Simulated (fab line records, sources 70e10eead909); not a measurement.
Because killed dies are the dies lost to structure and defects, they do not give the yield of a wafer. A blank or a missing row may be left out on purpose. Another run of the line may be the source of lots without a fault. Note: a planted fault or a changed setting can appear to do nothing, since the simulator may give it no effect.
Which tool was responsible? | flow nand_harc | 12 lots, 36 wafers sampled, at 4 steps of a route of 1302

## WHAT THE GAUGES READ, wafer by wafer
No reading from a measuring or inspecting step in the record can be judged against a usual standard deviation.

## WHICH TOOL RAN EACH LOT (tool, then ch and the chambers of the sampled wafers, then the start)
lot  | NHARC_P_GATE_DEGAS_109       | NHARC_P_CONTACT_DEP_30          | NHARC_P_CONTACT_ETCH_36                       | NHARC_P_CONTACT_ETCH_31
L357 | pvd_sputter-03, day 5 15:24  | pecvd-01 ch 0,1,2, day 5 16:59  | rie_diel-07 ch 0,3, day 5 19:20 or earlier    | rie_diel-07 ch 0,1,2, day 5 19:20
L358 | pvd_sputter-01, day 6 04:56  | pecvd-02 ch 0,2, day 6 05:56    | rie_diel-13 ch 0,1,3, day 6 08:26 or earlier  | rie_diel-13 ch 0,2,3, day 6 08:26
L360 | pvd_sputter-03, day 6 20:01  | pecvd-04 ch 0,1,2, day 6 21:02  | rie_diel-07 ch 1,2,3, day 6 23:31 or earlier  | rie_diel-07 ch 0,3, day 6 23:31
L364 | pvd_sputter-01, day 9 23:04  | pecvd-01 ch 1,2, day 10 00:09   | rie_diel-13 ch 0,2,3, day 10 02:43 or earlier | rie_diel-13 ch 2,3, day 10 02:43
L363 | pvd_sputter-02, day 10 06:10 | pecvd-04 ch 0,2, day 10 07:26   | rie_diel-13 ch 0,2,3, day 10 10:02 or earlier | rie_diel-13 ch 2,3, day 10 10:02
L369 | pvd_sputter-03, day 10 18:05 | pecvd-01 ch 0,1,2, day 10 19:07 | rie_diel-13 ch 0,1,2, day 10 21:35 or earlier | rie_diel-13 ch 0,1,3, day 10 21:35
L374 | pvd_sputter-02, day 12 16:08 | pecvd-02 ch 1,2, day 12 17:08   | rie_diel-02 ch 0,1, day 12 19:38 or earlier   | rie_diel-02 ch 0,2,3, day 12 19:38
L375 | pvd_sputter-02, day 13 10:33 | pecvd-04 ch 0,1,2, day 13 11:37 | rie_diel-02 ch 0,3, day 13 13:56 or earlier   | rie_diel-02 ch 0,1,2, day 13 13:56
L376 | pvd_sputter-01, day 13 12:31 | pecvd-01 ch 0,1, day 13 13:35   | rie_diel-07 ch 0,1,2, day 13 16:03 or earlier | rie_diel-07 ch 1,2, day 13 16:03
L377 | pvd_sputter-02, day 13 23:45 | pecvd-04 ch 0,1,2, day 14 00:47 | rie_diel-07 ch 0,1,3, day 14 03:09 or earlier | rie_diel-07 ch 1,2,3, day 14 03:09
L379 | pvd_sputter-03, day 15 02:00 | pecvd-04 ch 0,1,2, day 15 03:05 | rie_diel-07 ch 0,1,2, day 15 05:29 or earlier | rie_diel-07 ch 0,1,2, day 15 05:29
L380 | pvd_sputter-02, day 15 07:01 | pecvd-01 ch 1,2, day 15 08:07   | rie_diel-07 ch 0,1, day 15 10:35 or earlier   | rie_diel-07 ch 0,2, day 15 10:35
- NHARC_P_GATE_DEGAS_109: time 60 s.
- NHARC_P_CONTACT_DEP_30: deposits SiNx, target thk 30 nm.
- NHARC_P_CONTACT_ETCH_36: etches the open film in N2/H2, target depth 260 nm, time 406.25 s.
- NHARC_P_CONTACT_ETCH_31: etches the open film in CH3F/O2, target depth 30 nm, time 85.7 s.

## WHAT THE TOOLS THEMSELVES READ (means of the sampled wafers that have a number; where no wafer has one, the mark that the record gives instead)
NHARC_P_GATE_DEGAS_109. Usual: heater_power_w reads 478 W (standard deviation 33).
lot  | tool           | heater_power_w (W) | flag
L357 | pvd_sputter-03 | 523                |
L358 | pvd_sputter-01 | 491                |
L360 | pvd_sputter-03 | 505                |
L364 | pvd_sputter-01 | 521                |
L363 | pvd_sputter-02 | 453                |
L369 | pvd_sputter-03 | 480                |
L374 | pvd_sputter-02 | 450                |
L375 | pvd_sputter-02 | 444                |
L376 | pvd_sputter-01 | 518                |
L377 | pvd_sputter-02 | 460                |
L379 | pvd_sputter-03 | 483                |
L380 | pvd_sputter-02 | 453                |

NHARC_P_CONTACT_DEP_30. Usual: heater_power_w reads 722 W (standard deviation 89).
lot  | tool     | heater_power_w (W) | flag
L357 | pecvd-01 | 737                |
L358 | pecvd-02 | 696                |
L360 | pecvd-04 | 794                |
L364 | pecvd-01 | 632                |
L363 | pecvd-04 | 749                |
L369 | pecvd-01 | 664                |
L374 | pecvd-02 | 635                |
L375 | pecvd-04 | 762                |
L376 | pecvd-01 | 768                |
L377 | pecvd-04 | 782                |
L379 | pecvd-04 | 751                |
L380 | pecvd-01 | 633                |

NHARC_P_CONTACT_ETCH_36. Usual: chamber_pressure_mTorr is 30.001 mTorr with standard deviation 0.029, drypump_motor_current_A is 5.61 A with standard deviation 0.23, oes_product_au is 0.995 a.u. with standard deviation 0.011, rf_vpp_V is 430.3 V with standard deviation 2.5, run_length_s is 427.8 s with standard deviation 0.4, showerhead_plenum_p_Torr is 2.03 Torr with standard deviation 0.089, and throttle_valve_pct is 14.173 % with standard deviation 0.0095.
lot  | tool        | chamber_pressure_mTorr (mTorr) | drypump_motor_current_A (A) | oes_product_au (a.u.) | rf_vpp_V (V) | run_length_s (s) | showerhead_plenum_p_Torr (Torr) | throttle_valve_pct (%) | flag
L357 | rie_diel-07 | 29.990                         | 5.59                        | 0.993                 | 429.9        | 427.7            | 2.00                            | 14.169                 |
L358 | rie_diel-13 | 29.996                         | 5.65                        | 0.996                 | 430.6        | 427.2            | 2.02                            | 14.172                 |
L360 | rie_diel-07 | 29.986                         | 5.49                        | 0.994                 | 431.3        | 427.8            | 2.07                            | 14.177                 |
L364 | rie_diel-13 | 30.008                         | 5.80                        | 1.002                 | 428.6        | 427.5            | 1.97                            | 14.176                 |
L363 | rie_diel-13 | 29.994                         | 5.80                        | 0.999                 | 428.5        | 427.6            | 1.97                            | 14.168                 |
L369 | rie_diel-13 | 29.991                         | 5.89                        | 1.003                 | 430.1        | 427.3            | 2.03                            | 14.170                 |
L374 | rie_diel-02 | 30.003                         | 5.79                        | 0.982                 | 430.8        | 427.5            | 2.01                            | 14.181                 |
L375 | rie_diel-02 | 30.006                         | 5.58                        | 0.992                 | 432.6        | 427.6            | 2.10                            | 14.170                 |
L376 | rie_diel-07 | 30.018                         | 5.44                        | 1.007                 | 429.8        | 428.1            | 2.02                            | 14.172                 |
L377 | rie_diel-07 | 29.986                         | 5.57                        | 0.999                 | 429.7        | 427.8            | 1.99                            | 14.181                 |
L379 | rie_diel-07 | 30.002                         | 5.42                        | 1.005                 | 429.6        | 427.8            | 2.02                            | 14.168                 |
L380 | rie_diel-07 | 29.998                         | 5.51                        | 1.003                 | 427.8        | 427.8            | 1.94                            | 14.178                 |

NHARC_P_CONTACT_ETCH_31. Usual: chamber_pressure_mTorr is 25.001 mTorr with standard deviation 0.023, drypump_motor_current_A is 5.63 A with standard deviation 0.23, oes_product_au is 0.975 a.u. with standard deviation 0.014, rf_vpp_V is 244.0 V with standard deviation 1.5, run_length_s is 107.2 s with standard deviation 0.42, showerhead_plenum_p_Torr is 2.44 Torr with standard deviation 0.098, and throttle_valve_pct is 20.662 % with standard deviation 0.0094.
lot  | tool        | chamber_pressure_mTorr (mTorr) | drypump_motor_current_A (A) | oes_product_au (a.u.) | rf_vpp_V (V) | run_length_s (s) | showerhead_plenum_p_Torr (Torr) | throttle_valve_pct (%) | flag
L357 | rie_diel-07 | 25.018                         | 5.43                        | 0.977                 | 243.9        | 107.2            | 2.44                            | 20.664                 |
L358 | rie_diel-13 | 24.987                         | 5.81                        | 0.964                 | 243.1        | 107.1            | 2.38                            | 20.662                 |
L360 | rie_diel-07 | 24.990                         | 5.62                        | 0.965                 | 244.3        | 107.1            | 2.47                            | 20.651                 |
L364 | rie_diel-13 | 24.999                         | 5.64                        | 0.975                 | 243.7        | 107.2            | 2.40                            | 20.665                 |
L363 | rie_diel-13 | 24.988                         | 5.64                        | 0.969                 | 243.7        | 72.9             | 2.40                            | 20.654                 | OFF
L369 | rie_diel-13 | 25.020                         | 5.68                        | 0.986                 | 243.2        | 95.2             | 2.43                            | 20.660                 | OFF
L374 | rie_diel-02 | 24.994                         | 5.67                        | 0.972                 | 244.0        | 107.4            | 2.48                            | 20.654                 |
L375 | rie_diel-02 | 24.988                         | 5.72                        | 0.969                 | 243.8        | 107.1            | 2.45                            | 20.664                 |
L376 | rie_diel-07 | 25.006                         | 5.32                        | 1.002                 | 246.3        | 107.8            | 2.53                            | 20.659                 |
L377 | rie_diel-07 | 25.002                         | 5.47                        | 0.986                 | 244.5        | 107.3            | 2.49                            | 20.655                 |
L379 | rie_diel-07 | 24.990                         | 5.41                        | 0.983                 | 244.3        | 107.3            | 2.44                            | 20.666                 |
L380 | rie_diel-07 | 24.979                         | 5.34                        | 0.990                 | 244.6        | 107.6            | 2.54                            | 20.651                 |

## THE ANSWER, worked out from the rows above alone
Rule: a lot counts as off when the mean over its wafers that have a number is more than 3 standard deviations away from the usual mean. A lot without any number at a reading at which 4 lots or more have one is off too. All remaining lots with rows at the step are treated as sound. The gauges are gone through in route order, then the tools' own readings, and for those a lot's mean is taken as printed above. At the first step where some lot is off, the reading lying furthest off is the one used; lots without a number count as furthest.
Off: L363, L369 (NHARC_P_CONTACT_ETCH_31, run_length_s).
If a tool, at that step or one of the process steps before it, ran each lot that is off and ran no sound lot following the first of them, it fits. NHARC_P_CONTACT_ETCH_36: start missing for some lots; hours and lot order therefore follow NHARC_P_CONTACT_ETCH_31. One candidate fits, namely rie_diel-13 at NHARC_P_CONTACT_ETCH_36 and NHARC_P_CONTACT_ETCH_31. At NHARC_P_CONTACT_ETCH_36 its last sound lot is L364 (day 10 02:43), its first lot that is off L363 (day 10 10:02): a fault that began between those two fits.

## WHAT THE SIMULATOR HAD PUT IN
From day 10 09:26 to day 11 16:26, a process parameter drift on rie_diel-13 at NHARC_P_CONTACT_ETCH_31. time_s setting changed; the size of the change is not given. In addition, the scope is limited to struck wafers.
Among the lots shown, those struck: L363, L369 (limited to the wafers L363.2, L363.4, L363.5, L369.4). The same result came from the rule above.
